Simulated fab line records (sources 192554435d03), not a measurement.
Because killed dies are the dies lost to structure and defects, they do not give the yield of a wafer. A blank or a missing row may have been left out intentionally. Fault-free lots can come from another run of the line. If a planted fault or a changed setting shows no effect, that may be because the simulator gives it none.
fab line records	flow n5-finfet
record lots=5	wafers=15	last-day=19
route steps=1938 shown BEOL_M4@1099 BEOL_M5@1112 PASSIVATION@1936
lots untouched by any fault: they come from a run of this same line in which no faults occurred
start-h: hours from the record's opening day to when the first of the lot's shown wafers began	wait-h: how many hours have passed since the lot's step before this one	" the same as in the row above	L1.1+2: a row that stands for several wafers	- value missing, or start not given	* or withheld: withheld	< > ~ a bound
route shown NAME@n: a module of which the file shows steps, and the number in the route of the first	usual: mean and standard deviation over wafers with no fault	same: alike in all rows	chamber/n: place in a boat	sites: readings site by site	_std_site: the standard deviation of these	_edge_site: the outer-site mean with the inner-site mean subtracted	radius-mm: for every site, how far away it sits from the centre of the wafer	mask NAME#n: copy n	behind: tool/chamber where the wafer was last shaped	hold: why the lot was held/for how many hours/how that ended	device: the transistor (n, p or np) that didn't switch	end of line: at the end of the route, the tests of the same wafers	for a step that has no rows: nothing shown but its recipe	killed: dies lost to structure and defects at the first sort, not the wafer's yield	map: a wafer's dies, marking killed ones x, the rest . and places with no die _
set.NAME: the setting the step ran with; set.NAME@STEP: the setting that earlier step ran with	model.NAME: the simulator's own value behind a step, which no gauge read
lots at selected steps of the route; one table per step, one row per wafer
services: a tool's chamber out of use, with start hour (start-h, from the record's first day; less than 0 if before it), hours out, and reason
## steps
# step N5_BEOL_M4_ANNEAL_95
# recipe temp-c=400	time-s=240	ambient=vacuum
# step N5_BEOL_M4_SPUTTER_96
# recipe material=Cu	target-thk-a=45	temp-c=-20	chamber-pressure-pa=0.07	power-w=withheld	time-s=8.29
# step N5_BEOL_M4_ECD_50
# recipe material=Cu	target-thk-a=3000
# step N5_BEOL_M4_ANNEAL_51
# recipe temp-c=225	time-s=90	ambient=N2
# step N5_BEOL_M4_CMP_52
# recipe stop-on=SiOC	t-overpolish-s=6.8	down-force-psi=1	platen-rpm=50	clearing-platen-down-force-psi=1.5	clearing-platen-rpm=50	post-cmp-clean=cu-alkaline	target-thk-nm=40	clearing-platen-pad-velocity-m-s=0.99484	pad-velocity-m-s=0.99484
# step N5_BEOL_M4_PRE_CLEAN_60
# recipe gas=NH3/H2	time-s=15	temp-c=*	rf-power-w=300
# step N5_BEOL_M4_CO_CAP_55
# recipe material=Co	target-thk-a=20	temp-c=200	precursor=CCTBA/H2	pressure-torr=30	time-s=102.1
# step N5_BEOL_M4_PRE_CLEAN_56
# recipe gas=NH3	time-s=15	temp-c=withheld	rf-power-w=300
# step N5_BEOL_M4_DEP_57
# recipe material=SiCN	target-thk-a=80	temp-c=withheld	precursor=3MS/NH3	pressure-torr=3	rf-w=202	time-s=14
# step N5_BEOL_M4_RC_MEAS_101
# usual DIBL_N=36.8/1.9	DIBL_P=36.5/2.1	IOFF_N=0.17/0.038	IOFF_P=0.22/0.039	ION_N=675/12	ION_P=463/7.4	SS_N=71.6/0.71	SS_P=73.4/0.72	VT_N=249/3.3	VT_P=-250/3.3
lot.wafer	tool	chamber	start-h	wait-h	DIBL_N[mV/V]	DIBL_P[mV/V]	IOFF_N[nA/um]	IOFF_P[nA/um]	ION_N[uA/um]	ION_P[uA/um]	SS_N[mV/dec]	SS_P[mV/dec]	VT_N[mV]	VT_P[mV]
L630.1	prober-01	0	195.21	0.0	36.1	36.4	0.17	0.20	673	457	71.9	73.3	249	-252
L630.4	"	0	"	"	33.4	35.0	0.13	0.19	657	456	70.4	73.3	252	-250
L630.6	"	0	"	"	34.6	35.9	0.15	0.20	668	454	71.4	73.4	251	-254
L638.3	prober-01	0	245.98	0.3	37.4	36.8	0.17	0.22	679	466	71.2	73.3	251	-250
L638.4	"	0	"	"	35.2	34.8	0.14	0.20	677	472	70.9	73.0	253	-248
L638.5	"	0	"	"	36.9	36.2	0.16	0.21	659	456	71.3	72.6	250	-248
L639.1	prober-01	0	262.62	0.0	36.5	37.2	0.17	0.24	687	477	71.9	73.7	248	-246
L639.5	"	0	"	"	36.0	36.2	0.18	0.23	669	472	71.0	73.9	246	-245
L639.6	"	0	"	"	37.3	36.8	0.19	0.22	659	453	71.5	74.1	247	-246
L643.3	prober-02	0	267.64	0.3	36.7	36.3	0.15	0.23	662	462	71.1	73.5	251	-247
L643.5	"	0	"	"	36.3	36.0	0.15	0.23	667	464	71.6	73.7	248	-248
L643.6	"	0	"	"	36.2	36.6	0.14	0.23	668	467	72.0	73.1	249	-248
L650.1	prober-01	0	332.91	0.0	36.1	34.4	0.12	0.19	657	457	71.6	72.0	255	-252
L650.3	"	0	"	"	37.9	36.8	0.16	0.23	669	467	71.6	73.1	250	-249
L650.5	"	0	"	"	38.9	38.2	0.19	0.25	690	467	72.1	73.6	249	-247
# step N5_BEOL_M5_ILD_DEP_00
# recipe material=SiCOH_lowk	target-thk-a=1406.4	temp-c=300	precursor=DEMS/porogen	pressure-torr=5	rf-w=500	time-s=25.9
# step N5_BEOL_M5_CURE_79
# recipe temp-c=385	time-s=240	ambient=He/Ar	material=SiCOH_lowk
# step N5_BEOL_M5_PECVD_70
# recipe material=SiO2	target-thk-a=160	temp-c=400	precursor=TEOS/O2	pressure-torr=5.5	rf-w=450	teos-flow-sccm=53.8	gas=O2	flow-sccm=3000	time-s=18
# step N5_BEOL_M5_HM_DEP_02
# recipe material=TiN	target-thk-a=200	temp-c=25	chamber-pressure-pa=0.49996
# step N5_BEOL_M5_COAT_59
# recipe resist=SOC	temp-c=250	time-s=60	spin-rpm=1500	resist-thk-nm=60
# step N5_BEOL_M5_COAT_60
# recipe resist=SiARC	temp-c=220	time-s=60	spin-rpm=1500	resist-thk-nm=12
# step N5_BEOL_M5_COAT_71
# recipe resist=underlayer	temp-c=205	time-s=60	spin-rpm=1500	resist-thk-nm=5
# step N5_BEOL_M5_COAT_05
# recipe resist=CAR-EUV	spin-rpm=1500	resist-thk-nm=30
# step N5_BEOL_M5_EBR_07
# recipe solvent=PGMEA	ebr-width-mm=1.5
# step N5_BEOL_M5_SOFTBAKE_06
# recipe temp-c=110	time-s=60	resist=CAR-EUV
# step N5_BEOL_M5_EXPOSE_08
# recipe mask-id=M5	na=0.33	source-shape=annular	sigma-inner=0.4	sigma-outer=0.8	polarization=unpolarized	target-cd-nm=28	dose-mj=35.75
# step N5_BEOL_M5_PEB_09
# recipe peb-temp-c=100	peb-time-s=60	resist=CAR-EUV
# step N5_BEOL_M5_DEVELOP_10
# recipe develop-time-s=30	developer=TMAH	resist=CAR-EUV	rinse-liquid=surfactant-rinse	dry=air-spin	dev-temp-c=23
# step N5_BEOL_M5_DESCUM_16
# recipe chemistry=O2	time-s=7	source-power-w=50	bias-power-w=20	pressure-mtorr=20	rf-frequency-hz=2.712e+07	temp-c=40	resist=CAR-EUV	o2-flow-sccm=225
# step N5_BEOL_M5_ETCH_72
# recipe chemistry=N2/H2	target=underlayer	target-depth-a=65	mask-material=CAR-EUV	time-s=5.2	ion-energy-ev=200	pressure-mtorr=30	source-w=840	bias-w=150	n2-flow-sccm=200	h2-flow-sccm=200	ends=cleared
# step N5_BEOL_M5_ETCH_61
# recipe chemistry=CF4	target=SiARC	target-depth-a=156	mask-material=CAR-EUV	time-s=26	ion-energy-ev=80	pressure-mtorr=40	source-w=545	bias-w=36	Ar_flow_sccm=100	cf4-flow-sccm=100	ends=cleared
# step N5_BEOL_M5_ETCH_62
# recipe chemistry=N2/H2	target=SOC	target-depth-a=750	overetch-a=150	mask-material=SiARC	temp-c=40	time-s=112.5	ion-energy-ev=200	pressure-mtorr=30	source-w=840	bias-w=150	n2-flow-sccm=200	h2-flow-sccm=200
# step N5_BEOL_M5_STRIP_63
# recipe chemistry=N2/H2	temp-c=40	n2-flow-sccm=200	h2-flow-sccm=200	rf-frequency-hz=6e+07
# step N5_BEOL_M5_STRIP_73
# recipe chemistry=N2/H2	temp-c=40	n2-flow-sccm=200	h2-flow-sccm=200	rf-frequency-hz=6e+07
# step N5_BEOL_M5_STRIP_64
# recipe chemistry=CF4	resist=SiARC	power-w=300	bias-power-w=75	pressure-mtorr=50	cf4-flow-sccm=150	rf-frequency-hz=6e+07
# step N5_BEOL_M5_HM_OPEN_17
# recipe chemistry=Cl2/BCl3	target-depth-a=200	overetch-a=60	target=TiN	mask-material=SOC	ion-energy-ev=150	pressure-mtorr=10	icp-w=1000	bias-w=126	Cl2_flow_sccm=53.25	bcl3-flow-sccm=21.75	Ar_flow_sccm=25
# step N5_BEOL_M5_STRIP_19
# recipe chemistry=O2	power-w=400	temp-c=40	pressure-mtorr=30	rf-frequency-hz=6e+07	bias-power-w=0	overash-fraction=0.2	o2-flow-sccm=225
# step N5_BEOL_M5_COAT_65
# recipe resist=SOC	temp-c=250	time-s=60	spin-rpm=1500	resist-thk-nm=60
# step N5_BEOL_M5_COAT_66
# recipe resist=SiARC	temp-c=220	time-s=60	spin-rpm=1500	resist-thk-nm=12
# step N5_BEOL_M5_CVD_47
# recipe material=Co	target-thk-a=30	temp-c=withheld	precursor=CCTBA/H2	pressure-torr=30	time-s=216
# usual chamber-pressure-Torr=29.99/0.062	run-length-s=238.9/0.55
lot.wafer	tool	chamber	start-h	wait-h	chamber-pressure-Torr	run-length-s
L630.1	cvd-co-01	1	202.28	0.1	29.98	239.1
L630.4	"	0	"	"	29.97	239.0
L630.6	"	2	"	"	29.94	238.6
L638.3	cvd-co-02	1	252.30	0.3	-	-
L638.4	"	2	"	"	-	-
L638.5	"	1	"	"	-	-
L639.1	cvd-co-02	0	268.80	0.2	-	-
L639.5	"	2	"	"	-	-
L639.6	"	0	"	"	-	-
L643.3	cvd-co-01	0	272.18	0.0	-	-
L643.5	"	2	"	"	-	-
L643.6	"	1	"	"	-	-
L650.1	cvd-co-02	1	340.36	0.1	29.95	237.8
L650.3	"	0	"	"	30.05	239.2
L650.5	"	2	"	"	30.01	239.1
# step N5_BEOL_M5_CMP_52
# recipe stop-on=SiCOH_lowk	t-overpolish-s=6.9	down-force-psi=1	platen-rpm=50	clearing-platen-down-force-psi=1.5	clearing-platen-rpm=50	post-cmp-clean=cu-alkaline	target-thk-nm=62	clearing-platen-pad-velocity-m-s=0.99484	pad-velocity-m-s=0.99484
# usual barrier-field-endpoint-s=24.8/0.65	clearing-platen-rpm=49.996/0.027	motor-current-A=5.8/0.62	slurry-filter-dp-kPa=13.49/0.13
lot.wafer	tool	chamber	start-h	wait-h	barrier-field-endpoint-s	clearing-platen-rpm	motor-current-A	slurry-filter-dp-kPa
L630.4	cmp-03	2	207.34	0.2	24.1	49.996	6.1	13.36
L630.1	"	1	"	"	24.8	49.997	6.3	13.58
L630.6	"	2	"	"	24.6	49.983	6.4	13.38
L638.4	cmp-04	3	258.73	0.2	22.0	50.003	4.6	13.58
L638.3	"	0	"	"	21.2	49.995	5.0	13.47
L638.5	"	2	"	"	22.1	50.010	7.1	13.41
L639.1	cmp-04	2	273.84	0.3	20.8	49.974	7.3	13.49
L639.6	"	2	"	"	21.3	49.952	7.0	13.33
L639.5	"	3	"	"	21.1	49.995	4.9	13.61
L643.3	cmp-01	2	277.18	0.2	21.7	49.982	5.9	13.72
L643.5	"	2	"	"	21.7	49.996	5.7	13.47
L643.6	"	3	"	"	21.0	49.985	5.8	13.48
L650.1	cmp-01	3	345.41	0.3	24.1	49.999	5.9	13.45
L650.3	"	1	"	"	24.9	49.950	5.4	13.50
L650.5	"	3	"	"	24.4	49.985	5.9	13.38
# step N5_PASSIVATION_PROBE_49
# usual defect-limited-yield=91.3/1.4	killed_at_M0_to_M3=33/11	killed_at_M4_up=15/6.2	killed-at-contacts=13/6.5	killed-at-front-end=38/11	killed-at-other=3.4/2.6	killed-dies=102/17	killed-on-rim=13/4.1	killed-open=67/12	killed-short=34/7.9	sort_bin_5_function=5.1/0.88	sort_bin_6_memory=3.3/0.65	sort-n-pass=1078/17	sort-yield-pct=91.3/1.4
# same gross-dies=1180	killed-at-back-side=0	sort_bin_4_leakage[%]=0	sort_bin_8_speed[%]=0
lot.wafer	tool	chamber	start-h	wait-h	defect-limited-yield[%]	killed_at_M0_to_M3	killed_at_M4_up	killed-at-contacts	killed-at-front-end	killed-at-other	killed-dies	killed-on-rim	killed-open	killed-short	sort_bin_5_function[%]	sort_bin_6_memory[%]	sort-n-pass	sort-yield-pct[%]
L630.1	prober-02	-	294.95	0.0	92.0	26	11	33	24	0	94	14	69	24	5.3	2.6	1086	92.0
L630.4	prober-02	-	295.10	0.2	88.6	36	12	20	62	5	135	18	89	42	6.5	4.2	1045	88.6
L630.6	prober-02	-	295.20	0.3	91.4	27	16	17	36	6	102	14	61	36	4.7	3.2	1078	91.4
L638.3	prober-02	-	346.76	0.1	0	22	1110	14	27	7	1180	152	56	34	89.2	10.8	0	0
L638.4	prober-02	-	346.81	0.2	0	25	1094	10	48	3	1180	152	56	42	90.3	9.4	0	0
L638.5	prober-02	-	346.86	0.2	0	32	1112	6	30	0	1180	152	63	27	90.4	9.4	0	0
L639.1	prober-02	-	363.66	0.0	0	28	1106	8	37	1	1180	152	57	27	89.1	10.8	0	0
L639.5	prober-02	-	363.86	0.2	0	35	1100	4	39	2	1180	152	53	38	90.1	9.6	0	0
L639.6	prober-02	-	363.91	0.3	0	31	1118	2	27	2	1180	152	48	24	89.6	10.1	0	0
L643.3	prober-01	-	369.40	0.1	0	13	1105	8	52	2	1180	152	56	28	90.4	9.5	0	0
L643.5	prober-01	-	369.50	0.2	0	17	1091	16	56	0	1180	152	57	40	88.1	11.4	0	0
L643.6	prober-01	-	369.55	0.3	0	27	1100	17	36	0	1180	152	65	23	91.2	8.5	0	0
L650.1	prober-01	-	449.93	0.0	90.8	33	12	14	43	7	109	17	65	43	5.8	3.0	1071	90.8
L650.3	prober-01	-	450.03	0.1	90.1	57	14	3	38	5	117	22	70	47	6.3	3.1	1063	90.1
L650.5	prober-01	-	450.13	0.2	91.3	28	17	8	42	8	103	12	65	38	5.3	3.3	1077	91.3
# killed by level:class
L630.1 MOL_CONTACT_COAG:geometric-particle:open=26 MOL_CONTACT_COAG:geometric-particle:short=7 BEOL_M3:geometric-particle:open=6 STI_FIN_REVEAL:geometric-particle:open=5 BEOL_M0_SAQP:geometric-particle:short=5 BEOL_M2:geometric-particle:open=5 FIN_SAQP:geometric-particle:open=3 DUMMY_GATE:geometric-particle:open=3
L630.4 STI_FIN_REVEAL:geometric-particle:open=16 MOL_CONTACT_COAG:geometric-particle:open=16 FIN_SAQP:geometric-particle:open=13 FIN_SAQP:geometric-particle:short=10 BEOL_M0_SAQP:geometric-particle:short=10 BEOL_M0_SAQP:geometric-particle:open=9 BEOL_M1:geometric-particle:open=7 DUMMY_GATE:geometric-particle:open=5
L630.6 MOL_CONTACT_COAG:geometric-particle:open=12 BEOL_M2:geometric-particle:open=10 FIN_SAQP:geometric-particle:open=5 STI_FIN_REVEAL:geometric-particle:open=5 MOL_CONTACT_COAG:geometric-particle:short=5 BEOL_M4:geometric-particle:short=5 FIN_SAQP:geometric-particle:short=4 STI_FIN_REVEAL:geometric-particle:short=4
L638.3 BEOL_M5:area-cvd=836 BEOL_M5:interface-void-opened=253 MOL_CONTACT_COAG:geometric-particle:open=13 BEOL_M4:geometric-particle:open=9 FIN_SAQP:geometric-particle:short=7 BEOL_M1:geometric-particle:open=7 BEOL_M4:geometric-particle:short=4 FIN_SAQP:geometric-particle:open=3
L638.4 BEOL_M5:area-cvd=839 BEOL_M5:interface-void-opened=243 FIN_SAQP:geometric-particle:short=18 FIN_SAQP:geometric-particle:open=12 MOL_CONTACT_COAG:geometric-particle:open=7 BEOL_M1:geometric-particle:open=7 BEOL_M1:geometric-particle:short=7 BEOL_M0_SAQP:geometric-particle:open=4
L638.5 BEOL_M5:area-cvd=849 BEOL_M5:interface-void-opened=240 BEOL_M4:geometric-particle:open=15 FIN_SAQP:geometric-particle:open=12 BEOL_M1:geometric-particle:open=12 FIN_SAQP:geometric-particle:short=6 BEOL_M1:geometric-particle:short=6 BEOL_M2:geometric-particle:open=6
L639.1 BEOL_M5:area-cvd=851 BEOL_M5:interface-void-opened=245 FIN_SAQP:geometric-particle:open=9 STI_FIN_REVEAL:geometric-particle:open=7 BEOL_M1:geometric-particle:open=6 BEOL_M2:geometric-particle:open=6 FIN_SAQP:geometric-particle:short=5 GATE_CUT:geometric-particle:short=5
L639.5 BEOL_M5:area-cvd=857 BEOL_M5:interface-void-opened=232 BEOL_M0_SAQP:geometric-particle:open=12 FIN_SAQP:geometric-particle:open=10 FIN_SAQP:geometric-particle:short=9 BEOL_M0_SAQP:geometric-particle:short=8 GATE_CUT:geometric-particle:short=7 BEOL_M4:geometric-particle:open=6
L639.6 BEOL_M5:area-cvd=842 BEOL_M5:interface-void-opened=265 BEOL_M1:geometric-particle:open=10 FIN_SAQP:geometric-particle:open=8 STI_FIN_REVEAL:geometric-particle:open=4 BEOL_M0_SAQP:geometric-particle:short=4 BEOL_M2:geometric-particle:open=4 BEOL_M4:geometric-particle:open=4
L643.3 BEOL_M5:area-cvd=858 BEOL_M5:interface-void-opened=238 STI_FIN_REVEAL:geometric-particle:open=21 GATE_CUT:geometric-particle:short=9 FIN_SAQP:geometric-particle:short=8 MOL_CONTACT_COAG:geometric-particle:open=8 FIN_SAQP:geometric-particle:open=4 BEOL_M0_SAQP:geometric-particle:short=4
L643.5 BEOL_M5:area-cvd=835 BEOL_M5:interface-void-opened=247 FIN_SAQP:geometric-particle:short=19 MOL_CONTACT_COAG:geometric-particle:open=14 STI_FIN_REVEAL:geometric-particle:open=13 FIN_SAQP:geometric-particle:open=9 BEOL_M4:geometric-particle:open=5 BEOL_M1:geometric-particle:open=4
L643.6 BEOL_M5:area-cvd=855 BEOL_M5:interface-void-opened=236 MOL_CONTACT_COAG:geometric-particle:open=14 STI_FIN_REVEAL:geometric-particle:open=10 BEOL_M3:geometric-particle:open=9 FIN_SAQP:geometric-particle:open=7 FIN_SAQP:geometric-particle:short=6 BEOL_M1:geometric-particle:open=5
L650.1 FIN_SAQP:geometric-particle:short=15 MOL_CONTACT_COAG:geometric-particle:open=12 BEOL_M2:geometric-particle:open=8 GATE_CUT:geometric-particle:short=6 BEOL_M0_SAQP:geometric-particle:open=6 BEOL_M1:geometric-particle:open=6 FIN_SAQP:geometric-particle:open=5 BEOL_M3:geometric-particle:open=4
L650.3 BEOL_M0_SAQP:geometric-particle:open=13 FIN_SAQP:geometric-particle:short=12 BEOL_M0_SAQP:geometric-particle:short=10 BEOL_M2:geometric-particle:open=8 BEOL_M4:geometric-particle:open=6 DUMMY_GATE:geometric-particle:open=6 BEOL_M1:geometric-particle:open=6 BEOL_M3:geometric-particle:open=6
L650.5 FIN_SAQP:geometric-particle:short=12 BEOL_M4:geometric-particle:open=8 MOL_CONTACT_COAG:geometric-particle:open=7 STI_FIN_REVEAL:geometric-particle:open=6 GATE_CUT:geometric-particle:short=5 BEOL_M2:geometric-particle:open=5 FIN_SAQP:geometric-particle:open=4 GATE_CUT:geometric-particle:open=4
# map L638.3 (x killed, . not)
_________________xxxxxxxxxxxx________________
______________xxxxxxxxxxxxxxxxxx_____________
___________xxxxxxxxxxxxxxxxxxxxxxxx__________
__________xxxxxxxxxxxxxxxxxxxxxxxxxx_________
________xxxxxxxxxxxxxxxxxxxxxxxxxxxxxx_______
_______xxxxxxxxxxxxxxxxxxxxxxxxxxxxxxxx______
______xxxxxxxxxxxxxxxxxxxxxxxxxxxxxxxxxx_____
_____xxxxxxxxxxxxxxxxxxxxxxxxxxxxxxxxxxxx____
____xxxxxxxxxxxxxxxxxxxxxxxxxxxxxxxxxxxxxx___
___xxxxxxxxxxxxxxxxxxxxxxxxxxxxxxxxxxxxxxxx__
___xxxxxxxxxxxxxxxxxxxxxxxxxxxxxxxxxxxxxxxx__
__xxxxxxxxxxxxxxxxxxxxxxxxxxxxxxxxxxxxxxxxxx_
__xxxxxxxxxxxxxxxxxxxxxxxxxxxxxxxxxxxxxxxxxx_
_xxxxxxxxxxxxxxxxxxxxxxxxxxxxxxxxxxxxxxxxxxxx
_xxxxxxxxxxxxxxxxxxxxxxxxxxxxxxxxxxxxxxxxxxxx
_xxxxxxxxxxxxxxxxxxxxxxxxxxxxxxxxxxxxxxxxxxxx
_xxxxxxxxxxxxxxxxxxxxxxxxxxxxxxxxxxxxxxxxxxxx
_xxxxxxxxxxxxxxxxxxxxxxxxxxxxxxxxxxxxxxxxxxxx
_xxxxxxxxxxxxxxxxxxxxxxxxxxxxxxxxxxxxxxxxxxxx
_xxxxxxxxxxxxxxxxxxxxxxxxxxxxxxxxxxxxxxxxxxxx
_xxxxxxxxxxxxxxxxxxxxxxxxxxxxxxxxxxxxxxxxxxxx
__xxxxxxxxxxxxxxxxxxxxxxxxxxxxxxxxxxxxxxxxxx_
__xxxxxxxxxxxxxxxxxxxxxxxxxxxxxxxxxxxxxxxxxx_
___xxxxxxxxxxxxxxxxxxxxxxxxxxxxxxxxxxxxxxxx__
___xxxxxxxxxxxxxxxxxxxxxxxxxxxxxxxxxxxxxxxx__
____xxxxxxxxxxxxxxxxxxxxxxxxxxxxxxxxxxxxxx___
_____xxxxxxxxxxxxxxxxxxxxxxxxxxxxxxxxxxxx____
______xxxxxxxxxxxxxxxxxxxxxxxxxxxxxxxxxx_____
_______xxxxxxxxxxxxxxxxxxxxxxxxxxxxxxxx______
________xxxxxxxxxxxxxxxxxxxxxxxxxxxxxx_______
__________xxxxxxxxxxxxxxxxxxxxxxxxxx_________
___________xxxxxxxxxxxxxxxxxxxxxxxx__________
______________xxxxxxxxxxxxxxxxxx_____________
_________________xxxxxxxxxxxx________________
# map L639.1 (x killed, . not)
_________________xxxxxxxxxxxx________________
______________xxxxxxxxxxxxxxxxxx_____________
___________xxxxxxxxxxxxxxxxxxxxxxxx__________
__________xxxxxxxxxxxxxxxxxxxxxxxxxx_________
________xxxxxxxxxxxxxxxxxxxxxxxxxxxxxx_______
_______xxxxxxxxxxxxxxxxxxxxxxxxxxxxxxxx______
______xxxxxxxxxxxxxxxxxxxxxxxxxxxxxxxxxx_____
_____xxxxxxxxxxxxxxxxxxxxxxxxxxxxxxxxxxxx____
____xxxxxxxxxxxxxxxxxxxxxxxxxxxxxxxxxxxxxx___
___xxxxxxxxxxxxxxxxxxxxxxxxxxxxxxxxxxxxxxxx__
___xxxxxxxxxxxxxxxxxxxxxxxxxxxxxxxxxxxxxxxx__
__xxxxxxxxxxxxxxxxxxxxxxxxxxxxxxxxxxxxxxxxxx_
__xxxxxxxxxxxxxxxxxxxxxxxxxxxxxxxxxxxxxxxxxx_
_xxxxxxxxxxxxxxxxxxxxxxxxxxxxxxxxxxxxxxxxxxxx
_xxxxxxxxxxxxxxxxxxxxxxxxxxxxxxxxxxxxxxxxxxxx
_xxxxxxxxxxxxxxxxxxxxxxxxxxxxxxxxxxxxxxxxxxxx
_xxxxxxxxxxxxxxxxxxxxxxxxxxxxxxxxxxxxxxxxxxxx
_xxxxxxxxxxxxxxxxxxxxxxxxxxxxxxxxxxxxxxxxxxxx
_xxxxxxxxxxxxxxxxxxxxxxxxxxxxxxxxxxxxxxxxxxxx
_xxxxxxxxxxxxxxxxxxxxxxxxxxxxxxxxxxxxxxxxxxxx
_xxxxxxxxxxxxxxxxxxxxxxxxxxxxxxxxxxxxxxxxxxxx
__xxxxxxxxxxxxxxxxxxxxxxxxxxxxxxxxxxxxxxxxxx_
__xxxxxxxxxxxxxxxxxxxxxxxxxxxxxxxxxxxxxxxxxx_
___xxxxxxxxxxxxxxxxxxxxxxxxxxxxxxxxxxxxxxxx__
___xxxxxxxxxxxxxxxxxxxxxxxxxxxxxxxxxxxxxxxx__
____xxxxxxxxxxxxxxxxxxxxxxxxxxxxxxxxxxxxxx___
_____xxxxxxxxxxxxxxxxxxxxxxxxxxxxxxxxxxxx____
______xxxxxxxxxxxxxxxxxxxxxxxxxxxxxxxxxx_____
_______xxxxxxxxxxxxxxxxxxxxxxxxxxxxxxxx______
________xxxxxxxxxxxxxxxxxxxxxxxxxxxxxx_______
__________xxxxxxxxxxxxxxxxxxxxxxxxxx_________
___________xxxxxxxxxxxxxxxxxxxxxxxx__________
______________xxxxxxxxxxxxxxxxxx_____________
_________________xxxxxxxxxxxx________________
## services
tool	chamber	start-h	hours	kind
cvd-co-02	2	184.98	28.7	repair
cmp-01	-	188.22	12.1	pm
cmp-01	-	206.69	5.5	pm
cmp-04	-	206.74	4.0	pm
cmp-04	-	210.74	-	consumable-replace:conditioner
cmp-04	-	210.74	-	consumable-replace:pad
cmp-04	-	224.54	0.8	repair
cmp-03	-	235.46	3.2	repair
cvd-co-02	-	235.74	1.7	repair
cmp-04	-	263.49	6.0	pm
cvd-co-01	-	267.94	1.4	repair
cmp-01	-	273.51	0.9	repair
cmp-03	-	283.89	7.5	pm
cmp-03	-	308.07	11.6	pm
cmp-01	-	318.87	1.8	repair
cmp-03	-	329.75	10.7	repair
cvd-co-02	-	331.18	1.1	repair
cvd-co-01	-	331.84	41.0	repair
## key
first-sign step=N5_BEOL_M5_CVD_47	reading=tool-record	direction=missing
effect step=N5_BEOL_M5_CMP_52	reading=barrier-field-endpoint-s	direction=down	sigmas=5.1	usual=24.8	struck=21.4
effect step=N5_PASSIVATION_PROBE_49	reading=killed_at_M4_up	direction=up	sigmas=99+	usual=15	struck=1104
more-kills-born-at N5_BEOL_M5_CVD_47@cvd-co-02=5071	N5_BEOL_M5_CVD_47@cvd-co-01=2548
met-at N5_BEOL_M5_CVD_47
struck-wafers L638.3,L638.4,L638.5,L639.1,L639.5,L639.6,L643.3,L643.5,L643.6
later-rows-left-out L638.3,L638.4,L638.5,L639.1,L639.5,L639.6,L643.3,L643.5,L643.6
onset-between 202.28 252.30
fault kind=skipped-step-whole	tool=cvd-co-01,cvd-co-02	chamber=-	onset-h=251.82	steps=N5_BEOL_M5_CVD_47	scope=struck-lots-only
# later-rows-left-out: the simulator's readings of these wafers behind a module that went badly wrong aren't trusted and aren't shown, but for the sort
